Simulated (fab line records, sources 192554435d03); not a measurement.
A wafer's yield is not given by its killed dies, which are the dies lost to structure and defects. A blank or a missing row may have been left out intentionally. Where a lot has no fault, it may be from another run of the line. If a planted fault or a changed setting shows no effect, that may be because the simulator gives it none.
fab line records | flow n5Finfet
record: lots: 3 wafers: 9 lastDay: 18
route steps=1938 shown SD_EPI_N@281 SD_EPI_P@295 BEOL_M4@1111 PASSIVATION@1936
lots that met no fault: from a run of the same line without faults
startH: start of the lot's first displayed wafer, in hours after the record's first day | waitH: hours elapsed since this lot's preceding step | " unchanged from the row above | L1.1+2: a single row standing in for several wafers | - no value, or no start was given | * or withheld: withheld | < > ~ a bound
route shown NAME@n: NAME is a module with steps in the file, n the number in the route of the first one | usual: mean/standard deviation taken from wafers without a fault | same: alike in all rows | chamber/n: place in a boat | sites: each site's reading | _std_site: how widely they spread, as a standard deviation | _edge_site: outer sites' mean less inner sites' | radiusMm: for every site, how far away it sits from the centre of the wafer | mask NAME#n: copy n | behind: the tool/chamber that last shaped the wafer | hold: the reason the lot was held/the length of the hold in hours/how it ended | device: whichever transistor did not switch (one of n, p or np) | end of line: the tests these same wafers got at the end of their route | for a step that has no rows: nothing shown but its recipe | killed: at the first sort, the dies lost to defects and structure; wafer yield is something else | map: a wafer's dies, x killed, . not, _ none there
set.NAME: the run value of the setting; set.NAME@STEP: its run value at that earlier step | model.NAME: the simulator's own value behind a step, which no gauge read
lots seen at some steps along the route; tables by step, rows by wafer
services: a tool's chamber out of use, with start hour (startH, from the record's first day; less than 0 if before it), hours out, and reason
== steps ==
step: N5_SD_EPI_N_SD_RECESS_17
recipe: chemistry: HBr/Cl2/O2 targetDepthA: 410 maskMaterial: SOC timeS: 23.7 btTimeS: 3 pressureMtorr: 10 icpW: 800 biasW: 112 HBr_flow_sccm: 150 Cl2_flow_sccm: 80 O2_flow_sccm: 12
step: N5_SD_EPI_N_STRIP_38
recipe: chemistry: N2/H2 powerW: 1000 tempC: 250 h2Frac: 0.65 overashFraction: 0.3 pressureMtorr: withheld n2FlowSccm: 1750 h2FlowSccm: 3250
step: N5_SD_EPI_N_WET_ETCH_43
recipe: chemistry: dHF dilution: withheld timeS: 14 target: SiO2 targetDepthA: 15 tempC: 25
step: N5_SD_EPI_N_STRIP_18
recipe: chemistry: SPM timeS: 750 tempC: 130 h2so4H2o2VolRatio: 4
step: N5_SD_EPI_N_SRD_20
recipe: dry: ipaMarangoni doPpb: 5 timeS: 30 tempC: 23 rinseLiquid: diw
step: N5_SD_EPI_N_PRECLEAN_48
recipe: chemistry: NF3:NH3 afsCycles: 2 tempC: 30 timeS: 20 sublimationTempC: 180 sublimationTimeS: 60 pressureTorr: 3 rfPowerW: 30
step: N5_SD_EPI_N_VAPOR_ETCH_50
recipe: chemistry: HCl target: Si tempC: 775 timeS: 54 pressureTorr: 20 mode: isotropic
step: N5_SD_EPI_N_EPI_21
recipe: material: Si:P dopant: P tempC: 680 pressureTorr: 255 timeS: 690
step: N5_SD_EPI_N_PRECLEAN_24
recipe: chemistry: O3/DIW timeS: 60 tempC: 22 o3Ppm: 10
step: N5_SD_EPI_N_SRD_25
recipe: timeS: 30 tempC: 23 rinseLiquid: diw dry: ipaMarangoni
step: N5_SD_EPI_N_PRECLEAN_49
recipe: chemistry: NF3:NH3 afsCycles: 1 tempC: 30 timeS: 20 sublimationTempC: 180 sublimationTimeS: 60 pressureTorr: 3 rfPowerW: 30
step: N5_SD_EPI_N_LINER_46
recipe: material: SiNx targetThkA: 30 tempC: 400 aldPrecursorFamily: SiH2I2 aldCoReactant: N2/H2-plasma pressureTorr: 2
usual: heaterPowerW: 874/68
columns lot.wafer tool chamber startH waitH heaterPowerW sinceWetCleanH model.SiNx_of_SD_EPI_N_LINER_46.thkNm
L786.1 aldSin-03 1 63.84 0.2 984 162 3
L786.2 " 3 " " 914 162 3
L786.6 " 3 " " 919 - 3
L798.2 aldSin-03 1 136.12 0.3 948 234 2.2
L798.3 " 2 " " 1002 234 3
L798.4 " 0 " " 868 234 3
L808.1 aldSin-01 2 192.00 0.5 858 183 3
L808.3 " 1 " " 786 183 3
L808.5 " 2 " " 874 - 3
step: N5_SD_EPI_P_COAT_34
recipe: resist: SOC tempC: 250 timeS: 60 spinRpm: 1500 resistThkNm: 350
step: N5_SD_EPI_P_COAT_35
recipe: resist: SiARC tempC: 220 timeS: 60 spinRpm: 1500 resistThkNm: 35
step: N5_SD_EPI_P_COAT_03
recipe: resist: CAR-ArF-block spinRpm: 1500 resistThkNm: 150
step: N5_SD_EPI_P_EBR_05
recipe: solvent: PGMEA ebrWidthMm: 1.5
step: N5_SD_EPI_P_SOFTBAKE_04
recipe: tempC: 110 timeS: 60 resist: CAR-ArF-block
step: N5_SD_EPI_P_EXPOSE_06
recipe: maskId: SD_P_BLK na: 1.35 sourceShape: conventional sigmaOuter: 0.8 polarization: unpolarized targetCdNm: 240 doseMj: 39.5
step: N5_SD_EPI_P_PEB_07
recipe: pebTempC: 110 pebTimeS: 60 resist: CAR-ArF-block
step: N5_SD_EPI_P_DEVELOP_08
recipe: developTimeS: 30 developer: TMAH resist: CAR-ArF-block devTempC: 23 rinseLiquid: diw dry: airSpin
step: N5_SD_EPI_P_DESCUM_14
recipe: chemistry: O2 timeS: 7.9 sourcePowerW: 50 biasPowerW: 20 pressureMtorr: 20 rfFrequencyHz: 2.712e+07 tempC: 40 resist: CAR-ArF-block o2FlowSccm: 225
step: N5_SD_EPI_P_ETCH_36
recipe: chemistry: CF4 target: SiARC targetDepthA: 455 maskMaterial: CAR-ArF-block timeS: 75.8 ionEnergyEv: 80 pressureMtorr: 40 sourceW: 545 biasW: 36 Ar_flow_sccm: 100 cf4FlowSccm: 100 ends: cleared
step: N5_SD_EPI_P_ETCH_37
recipe: chemistry: N2/H2 target: SOC overetchA: 1080 maskMaterial: SiARC tempC: 40 ionEnergyEv: 100 sourceW: 3000 biasW: 133 pressureMtorr: 20 timeS: 486 n2FlowSccm: 200 h2FlowSccm: 200 ends: endPoint
step: N5_SD_EPI_P_STRIP_38
recipe: chemistry: N2/H2 tempC: 40 n2FlowSccm: 200 h2FlowSccm: 200 rfFrequencyHz: 6e+07
step: N5_SD_EPI_P_ETCHBACK_46
recipe: chemistry: CH3F/O2 mode: anisotropicEtchback target: SiNx targetDepthA: 175 stopOn: SiO2 overEtchFrac: 0.3 ionEnergyEv: 120 pressureMtorr: 30 sourceW: 395 biasW: 73 Ar_flow_sccm: 150 CH3F_flow_sccm: 30 O2_flow_sccm: 20
step: N5_SD_EPI_P_ETCH_47
recipe: chemistry: CH3F/O2 target: SiOCN targetDepthA: 250 maskMaterial: SOC ionEnergyEv: 60 biasW: 29 pressureMtorr: 30 sourceW: 410 Ar_flow_sccm: 150 CH3F_flow_sccm: 30 O2_flow_sccm: 20
step: N5_SD_EPI_P_ETCH_16
recipe: chemistry: CHF3/O2 target: SiO2 targetDepthA: 50 maskMaterial: SOC pressureMtorr: 30 sourceW: 650 biasW: 170 Ar_flow_sccm: 200 CHF3_flow_sccm: 50 O2_flow_sccm: 5 ionEnergyEv: 200
step: N5_SD_EPI_P_STRIP_50
recipe: chemistry: CHF3/O2 resist: SiARC rfFrequencyHz: 6e+07
step: N5_SD_EPI_P_SD_RECESS_17
recipe: chemistry: HBr/Cl2/O2 targetDepthA: 391 btTimeS: 3 pressureMtorr: 10 icpW: 800 biasW: 112 HBr_flow_sccm: 150 Cl2_flow_sccm: 80 O2_flow_sccm: 12
step: N5_SD_EPI_P_WET_ETCH_45
recipe: chemistry: dHF dilution: withheld timeS: 10.7 target: SiO2 targetDepthA: 20 tempC: 25 dry: ipaMarangoni rinseTimeS: 30 rinseTempC: 23
step: N5_SD_EPI_P_STRIP_40
recipe: chemistry: N2/H2 powerW: 1000 tempC: 250 h2Frac: 0.65 overashFraction: 0.3 pressureMtorr: withheld n2FlowSccm: 1750 h2FlowSccm: 3250
step: N5_SD_EPI_P_PRECLEAN_52
recipe: chemistry: O3/DIW timeS: 60 tempC: 22 o3Ppm: 10
step: N5_SD_EPI_P_SRD_20
recipe: dry: ipaMarangoni doPpb: 5 timeS: 30 tempC: 23 rinseLiquid: diw
step: N5_SD_EPI_P_PRECLEAN_51
recipe: chemistry: NF3:NH3 afsCycles: 1 tempC: 30 timeS: 20 sublimationTempC: 180 sublimationTimeS: 60 pressureTorr: 3 rfPowerW: 30
columns lot.wafer tool chamber startH waitH model.SiNx_of_SD_EPI_N_LINER_46.thkNm
L786.1+2+6 epiRpcvd-04 0 65.77 0.0 2.6
L798.2 epiRpcvd-04 0 137.90 0.1 1.8
L798.3+4 " 0 " " 2.6
L808.1+3+5 epiRpcvd-02 0 193.60 0.0 2.6
step: N5_SD_EPI_P_VAPOR_ETCH_44
recipe: chemistry: NF3/Ar target: SiGe30 tempC: 25 timeS: 3.3 mode: isotropic
step: N5_SD_EPI_P_EPI_21
recipe: material: SiGe:B dopant: B tempC: 550 pressureTorr: 20 ambient: H2 timeS: 355
step: N5_BEOL_M4_RC_MEAS_101
usual: DIBL_N: 36.3/1.7 DIBL_P: 36.0/1.9 IOFF_N: 0.156/0.028 IOFF_P: 0.21/0.036 IOFF_P_85C: 3.6/0.51 IOFF_P_LIN: 0.098/0.014 ION_N: 675/11 ION_P: 463/7.8 REXT_P: 99.7/2.4 SS_N: 71.6/0.59 SS_P: 73.2/0.63 VT_N: 250/3.1 VT_P: -251/3.4 VT_P_LVT: -98.8/2.7
columns lot.wafer tool chamber startH waitH DIBL_N[mV/V] DIBL_P[mV/V] IOFF_N[nA/um] IOFF_P[nA/um] IOFF_P_85C[nA/um] IOFF_P_LIN[nA/um] ION_N[uA/um] ION_P[uA/um] REXT_P[ohm.um] SS_N[mV/dec] SS_P[mV/dec] VT_N[mV] VT_P[mV] VT_P_LVT[mV]
L786.1 prober-02 0 168.65 0.0 34.7 33.6 0.126 0.15 2.7 0.076 664 454 101.7 70.6 72.4 250 -255 -104.8
L786.2 " 0 " " 38.1 37.0 0.179 0.19 3.3 0.088 680 451 102.0 71.8 73.7 246 -254 -102.2
L786.6 " 0 " " 35.4 33.3 0.130 0.15 2.7 0.075 671 447 102.0 71.3 71.9 252 -257 -104.8
L798.2 prober-02 0 250.99 0.2 37.2 40.3 0.176 0.43 6.6 0.184 687 507 89.8 71.7 75.1 247 -234 -84.8
L798.3 " 0 " " 41.3 41.8 0.272 0.39 6.1 0.164 691 484 97.3 73.4 75.3 241 -239 -88.7
L798.4 " 0 " " 37.8 36.3 0.183 0.25 4.2 0.121 695 480 97.8 72.4 73.2 247 -248 -94.3
L808.1 prober-01 0 320.07 0.0 39.5 37.7 0.194 0.27 4.4 0.124 682 475 99.2 71.8 74.2 247 -243 -96.1
L808.3 " 0 " " 38.9 37.6 0.184 0.26 4.4 0.123 681 471 99.5 71.8 73.9 247 -244 -96.3
L808.5 " 0 " " 37.0 35.2 0.149 0.22 3.7 0.105 663 461 98.5 71.9 72.4 250 -247 -98.7
step: N5_PASSIVATION_PROBE_49
usual: defectLimitedYield: 91.5/1.5 killed_at_M0_to_M3: 30/11 killed_at_M4_up: 13/4.9 killedAtContacts: 14/6.5 killedAtFrontEnd: 40/11 killedAtOther: 3.3/2.7 killedDies: 100/18 killedOpen: 67/14 killedShort: 32/7.8 sort_bin_4_leakage: 0.00/0.0073 sort_bin_5_function: 5.0/0.97 sort_bin_6_memory: 3.2/0.75 sortNPass: 1080/18 sortYieldPct: 91.5/1.5
same: grossDies: 1180 killedAtBackSide: 0 sort_bin_8_speed[%]: 0
columns lot.wafer tool chamber startH waitH defectLimitedYield[%] killed_at_M0_to_M3 killed_at_M4_up killedAtContacts killedAtFrontEnd killedAtOther killedDies killedOpen killedShort sort_bin_4_leakage[%] sort_bin_5_function[%] sort_bin_6_memory[%] sortNPass sortYieldPct[%]
L786.1 prober-01 - 284.91 0.0 92.6 12 13 17 43 2 87 58 29 0 3.9 3.2 1093 92.6
L786.2 prober-01 - 284.96 0.1 94.1 19 14 10 24 3 70 52 17 0 4.0 1.9 1110 94.1
L786.6 prober-01 - 285.16 0.3 91.4 27 12 11 46 5 101 67 33 0 5.1 3.1 1079 91.4
L798.2 prober-01 - 371.04 0.1 91.3 26 7 23 46 1 103 79 24 0.34 5.1 3.6 1073 90.9
L798.3 prober-01 - 371.09 0.1 92.5 16 9 15 48 1 89 60 29 0.08 4.8 2.4 1090 92.4
L798.4 prober-01 - 371.14 0.2 91.2 28 10 23 43 0 104 61 30 0 4.2 3.3 1076 91.2
L808.1 prober-02 - 422.72 0.0 90.6 43 10 2 55 1 111 80 31 0 6.4 2.8 1069 90.6
L808.3 prober-02 - 422.82 0.1 91.6 18 13 3 65 0 99 66 33 0 4.7 3.1 1081 91.6
L808.5 prober-02 - 422.92 0.2 90.4 39 19 9 45 1 113 83 27 0 6.3 3.1 1067 90.4
killed by level:class
L786.1 MOL_CONTACT_COAG:geometricParticle:open=13 STI_FIN_REVEAL:geometricParticle:open=12 FIN_SAQP:geometricParticle:short=9 BEOL_M5:geometricParticle:open=7 GATE_CUT:geometricParticle:short=6 FIN_SAQP:geometricParticle:open=5 BEOL_M2:geometricParticle:open=5 MOL_CONTACT_COAG:geometricParticle:short=4
L786.2 MOL_CONTACT_COAG:geometricParticle:open=9 BEOL_M0_SAQP:geometricParticle:open=7 BEOL_M5:geometricParticle:open=7 FIN_SAQP:geometricParticle:open=4 STI_FIN_REVEAL:geometricParticle:open=4 BEOL_M2:geometricParticle:open=4 BEOL_M0_SAQP:geometricParticle:short=4 STARTING-WAFER:geometricParticle:open=4
L786.6 STI_FIN_REVEAL:geometricParticle:open=9 GATE_CUT:geometricParticle:short=9 MOL_CONTACT_COAG:geometricParticle:open=9 BEOL_M0_SAQP:geometricParticle:open=7 GATE_CUT:geometricParticle:open=6 BEOL_M4:geometricParticle:open=6 FIN_SAQP:geometricParticle:open=5 DUMMY_GATE:geometricParticle:open=5
L798.2 MOL_CONTACT_COAG:geometricParticle:open=19 FIN_SAQP:geometricParticle:open=12 STI_FIN_REVEAL:geometricParticle:open=11 BEOL_M1:geometricParticle:open=11 DUMMY_GATE:geometricParticle:open=6 STARTING-WAFER:geometricParticle:open=5 FIN_SAQP:geometricParticle:short=4 MOL_CONTACT_COAG:geometricParticle:short=4
L798.3 MOL_CONTACT_COAG:geometricParticle:open=11 DUMMY_GATE:geometricParticle:open=9 FIN_SAQP:geometricParticle:open=8 FIN_SAQP:geometricParticle:short=7 BEOL_M4:geometricParticle:open=5 STI_FIN_REVEAL:geometricParticle:open=4 DUMMY_GATE:geometricParticle:short=4 MOL_CONTACT_COAG:geometricParticle:short=4
L798.4 MOL_CONTACT_COAG:geometricParticle:open=13 HKMG_FIN:areaEtch=13 STI_FIN_REVEAL:geometricParticle:open=10 MOL_CONTACT_COAG:geometricParticle:short=10 BEOL_M2:geometricParticle:open=9 BEOL_M0_SAQP:geometricParticle:open=5 FIN_SAQP:geometricParticle:open=4 FIN_SAQP:geometricParticle:short=4
L808.1 STI_FIN_REVEAL:geometricParticle:open=28 BEOL_M0:geometricParticle:open=10 BEOL_M0_SAQP:geometricParticle:open=9 BEOL_M0_SAQP:geometricParticle:short=8 GATE_CUT:geometricParticle:short=7 BEOL_M1:geometricParticle:open=6 BEOL_M2:geometricParticle:open=5 STI_FIN_REVEAL:geometricParticle:short=4
L808.3 STI_FIN_REVEAL:geometricParticle:open=27 BEOL_M4:geometricParticle:open=9 STI_FIN_REVEAL:geometricParticle:short=7 BEOL_M0_SAQP:geometricParticle:short=6 GATE_CUT:geometricParticle:short=6 FIN_SAQP:geometricParticle:short=5 BEOL_M0_SAQP:geometricParticle:open=5 STARTING-WAFER:geometricParticle:open=5
L808.5 STI_FIN_REVEAL:geometricParticle:open=22 BEOL_M4:geometricParticle:open=10 BEOL_M0_SAQP:geometricParticle:open=9 BEOL_M1:geometricParticle:open=9 MOL_CONTACT_COAG:geometricParticle:open=7 BEOL_M0_SAQP:geometricParticle:short=6 FIN_SAQP:geometricParticle:open=5 BEOL_M0:geometricParticle:open=5
map L798.4 (x killed, . not)
_________________............________________
______________x...x......x...x.._____________
___________........................__________
__________x....x...................._________
________.x.......x...x....x...x......x_______
_______...x..........................x.______
______x........x................x......._____
_____.............x......................____
____.....................x..x..x...x......___
___.x.........................x..........x.__
___......x....xx...................x.......__
__...........x.....x.......................x_
__....x........x...x.....x..x..............._
_...........x...xx..........x.....x..........
_.............xx.x......xx...................
_....................x...x..............xx...
_...........x................................
_.x.x............x......x....x...............
_.x.....x...x.....x.xx.......xx..............
_...x....x..x......x..x.............x....x...
_.x.........x.....x..........................
__................................x........._
__...............x.................x........_
___..x...........x..................x....x.__
___.x.x...................................x__
____.......x..........xxx............x....___
_____............x...................x...____
______..........x......................._____
_______......................x.....x...______
________.x.....x......................_______
__________...x..x.x.....x.....x....._________
___________........................__________
______________........x........._____________
_________________........x...________________
map L786.6 (x killed, . not)
_________________...x..x...x.________________
______________.................._____________
___________..x.....................__________
__________x..xx......x.....xx......._________
________..................x..........._______
_______.........x......................______
______.x.......................x........_____
_____..x.....................x.....x.x...____
____.................x..................x.___
___.......x..............xx.x..x...........__
___....x....x.............x.........x......__
__...........x....x......xx.......x........x_
__....x..........x.x..........x............._
_.....x.....xx....x..........x.............xx
_..x..x..................x...xx......x..x....
_........x..x................................
_..........................x.......x......x..
_..........x.................................
_...........x..x.........x...................
_...........................x................
_.......x.......x......x......xx.....x.......
__x........x..x...x........................x_
__....................x....x.x........x....x_
___........................................__
___.x...xx...........x.....................__
____....x...........................x.....___
_____........x........x.x................____
______...............x.................._____
_______............x....x.......x......______
________x........................x...._______
__________.........x................_________
___________........................__________
______________.........x..x....._____________
_________________..x......xxx________________
== services ==
columns tool chamber startH hours kind
aldSin-01 - 54.38 0.6 repair
aldSin-03 1 69.78 1.8 repair
epiRpcvd-02 - 121.37 2.8 pm
aldSin-01 1 146.65 5.5 repair
aldSin-03 1 184.49 81.6 repair
== key ==
firstSign: step: N5_BEOL_M4_RC_MEAS_101 reading: IOFF_P direction: up sigmas: 6.2 usual: 0.21 struck: 0.43
effect: step: N5_BEOL_M4_RC_MEAS_101 reading: IOFF_P_LIN direction: up sigmas: 6.1 usual: 0.098 struck: 0.184
effect: step: N5_BEOL_M4_RC_MEAS_101 reading: IOFF_P_85C direction: up sigmas: 6 usual: 3.6 struck: 6.6
effect: step: N5_BEOL_M4_RC_MEAS_101 reading: ION_P direction: up sigmas: 5.7 usual: 463 struck: 507
effect: step: N5_BEOL_M4_RC_MEAS_101 reading: VT_P_LVT direction: up sigmas: 5.2 usual: -98.8 struck: -84.8
effect: step: N5_BEOL_M4_RC_MEAS_101 reading: VT_P direction: up sigmas: 4.9 usual: -251 struck: -234
effect: step: N5_BEOL_M4_RC_MEAS_101 reading: REXT_P direction: down sigmas: 4.1 usual: 99.7 struck: 89.8
effect: step: N5_PASSIVATION_PROBE_49 reading: sort_bin_4_leakage direction: up sigmas: 4 usual: 0.00 struck: 0.34
modelEffect: step: N5_SD_EPI_N_LINER_46 value: SiNx_of_SD_EPI_N_LINER_46.thkNm without: 3 struck: 2.2
modelEffect: step: N5_SD_EPI_P_PRECLEAN_51 value: SiNx_of_SD_EPI_N_LINER_46.thkNm without: 2.6 struck: 1.8
metAt N5_SD_EPI_N_LINER_46
struckWafers L798.2
baselineLoss: step: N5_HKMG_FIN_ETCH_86 wafers: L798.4
onsetBetween 63.84 136.12
fault: kind: processParameterDrift tool: aldSin-03 chamber: 1 onsetH: 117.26 steps: N5_SD_EPI_N_LINER_46 channel: targetThkA offset: * shape: step endH: 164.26 actsIn: * stated: *
baselineLoss: these wafers lose ten dies or more at that step, a loss of the line's own and not of a fault; the sort's usual values leave them out
